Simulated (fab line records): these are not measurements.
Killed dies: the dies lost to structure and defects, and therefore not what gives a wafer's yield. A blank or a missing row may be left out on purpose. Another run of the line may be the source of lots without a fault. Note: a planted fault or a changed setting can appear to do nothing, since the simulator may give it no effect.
Struck lot and sound lot, side by side | flow nandHarc | 25 steps out of a route of 1302
Sound: these wafers, L637.1, L637.2, L637.4. Wafers struck: L628.1, L628.5, L628.6. The cause comes at the end.
Order at every step that has rows: each side's tool, ch and its chambers, its first start. Under that, the readings that differ: sound wafers | struck wafers | difference of the means | sigmas: that difference in standard deviations of wafers without a fault.
alike: readings whose means differ by less than 2 such deviations, and words and numbers that are the same on both sides. not compared: withheld readings, readings that some wafer has no value for, bounds like >300 that may hide the same value, and numbers for which the record gives no deviation and whose values overlap.
The two part at a step that has a row with sigmas, a row that says differs or no value, or rows on one side only. Numbers that have no deviation but don't overlap get no sigmas and don't part them. A reading missing from all wafers of one side parts the sides only when that side holds two or more wafers.

first, 1 step without rows for these wafers: NHARC_P_M0_SRD_25.
NHARC_P_M0_INSPECT_27:
  sound: defectInspect-01 at day 15 07:43; struck: defectInspect-01 at day 11 08:28
  alike: rawDefectCount
NHARC_P_M0_PRE_CLEAN_31: time 12 s.
  sound on pecvd-03 ch 0,1,2, day 15 07:47; struck on pecvd-03 ch 0,1, day 11 08:34
  alike: heaterPowerW
NHARC_P_M0_DEP_32: deposits SiCN, target thk 30 nm.
  sound on pecvd-03 ch 0,1,2, day 15 07:52; struck on pecvd-03 ch 0,1, day 11 08:41
  alike: chamberPressureTorr, heaterPowerW
then, 7 steps without rows for these wafers: NHARC_P_M1_DEP_00 (deposits SiOC, target thk 182.5 nm); NHARC_P_M1_DEHYDRATE_01 (time 120 s); NHARC_P_M1_HMDS_02 (time 30 s); NHARC_P_M1_COAT_34 (time 65 s); NHARC_P_M1_COAT_03 (resist thk 90 nm); NHARC_P_M1_SOFTBAKE_04 (time 55 s); NHARC_P_M1_EBR_05.
NHARC_P_M1_EXPOSE_06: exposes mask P M1, target cd 130 nm.
  sound on arfiScanner-02 ch 0, day 15 08:59; struck on arfiScanner-03 ch 0, day 11 09:43
reading           | sound          | struck            | difference | sigmas
exposureDoseMJCm2 | 83.4 83.3 83.3 | 101.7 101.6 101.8 | +18.4      | +23
  alike: mask
then, 2 steps without rows for these wafers: NHARC_P_M1_PEB_07 (peb time 65 s); NHARC_P_M1_DEVELOP_08 (develop time 35 s).
NHARC_P_M1_CD_MEAS_09: target cd 130 nm.
  sound on cdSem-03 ch 0, day 15 09:08; struck on cdSem-01 ch 0, day 11 09:52
reading   | sound             | struck            | difference | sigmas
cdNm (nm) | 129.2 129.7 129.3 | 143.7 143.6 143.2 | +14.1      | +27
NHARC_P_M1_OVL_MEAS_10: pitch 260 nm.
  sound: overlay-02 at day 15 09:13; struck: overlay-02 at day 11 09:57
  alike: overlayXNm, overlayYNm
NHARC_P_M1_INSPECT_11:
  sound: defectInspect-01 at day 15 09:15; struck: defectInspect-02 at day 11 09:59
  alike: rawDefectCount
NHARC_P_M1_DESCUM_14: chemistry O2, time 3 s.
  sound on rieDiel-08 ch 0,1,2, day 15 09:19; struck on rieDiel-08 ch 0,2,3, day 11 10:04
reading              | sound             | struck            | difference | sigmas
model.P_M1.cdNm (nm) | 129.7 130.2 129.5 | 143.8 143.4 143.8 | +13.9      | 
  alike: drypumpMotorCurrentA, oesProductAu, rfVppV, showerheadPlenumPTorr, throttleValvePct
  not compared: rfHoursCounterH
NHARC_P_M1_ETCH_35: etches the open film in N2/H2, target depth 40 nm, overetch 12 nm, time 43.94 s.
  sound on rieDiel-08 ch 0,2,3, day 15 09:24; struck on rieDiel-08 ch 0,1, day 11 10:08
  alike: drypumpMotorCurrentA, n2FlowSccm, oesProductAu, rfVppV, showerheadPlenumPTorr, throttleValvePct
  not compared: rfHoursCounterH
NHARC_P_M1_ETCH_15: etches the open film in C4F8/Ar, target depth 182.5 nm, time 91.2 s.
  sound on rieDiel-08 ch 0,2,3; struck on rieDiel-08 ch 2,3
  alike: oesProductAu, rfVppV
  not compared: rfHoursCounterH
NHARC_P_M1_CD_MEAS_16:
  sound: cdSem-01 at day 15 09:37; struck: cdSem-03 at day 11 10:21
reading   | sound             | struck            | difference | sigmas
cdNm (nm) | 128.9 130.5 129.8 | 143.3 143.4 143.7 | +13.7      | +24
NHARC_P_M1_STRIP_18: strips in N2/H2.
  sound on rieDiel-10 ch 0,2,3, day 15 09:41; struck on rieDiel-08 ch 1,2, day 11 10:27
  alike: drypumpMotorCurrentA, n2FlowSccm, oesProductAu, rfVppV, showerheadPlenumPTorr, throttleValvePct
  not compared: rfHoursCounterH
NHARC_P_M1_ETCH_28: etches the open film in CF4/N2, target depth 30 nm, time 72.99 s.
  sound on rieDiel-10 ch 1,2,3; struck on rieDiel-08 ch 0,1,2
reading              | sound             | struck            | difference | sigmas
model.P_M1.cdNm (nm) | 128.8 130.5 129.6 | 142.9 142.8 143.9 | +13.6      | 
  alike: drypumpMotorCurrentA, n2FlowSccm, oesProductAu, rfVppV, showerheadPlenumPTorr, throttleValvePct
  not compared: rfHoursCounterH
then, 1 step without rows for these wafers: NHARC_P_M1_STRIP_19 (strips in post etch residue remover, time 600 s).
-- the record jumps here: 18 days lie between the struck wafers' starts before and after (it left off in module P_M1 and takes up again in module END, whose first step shown is number 1302 of the route) --
NHARC_END_SORT_01:
  here the record holds rows for the struck wafers (prober-02 ch 0, day 29 09:19) but none for the sound ones

## WHERE THEY PART
At NHARC_P_M1_EXPOSE_06 first; at NHARC_END_SORT_01 last (within this record only).

WHY: what the simulator had put in
Process parameter drift: arfiScanner-03, from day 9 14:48 on, at NHARC_P_M1_EXPOSE_06. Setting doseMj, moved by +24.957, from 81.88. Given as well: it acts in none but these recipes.
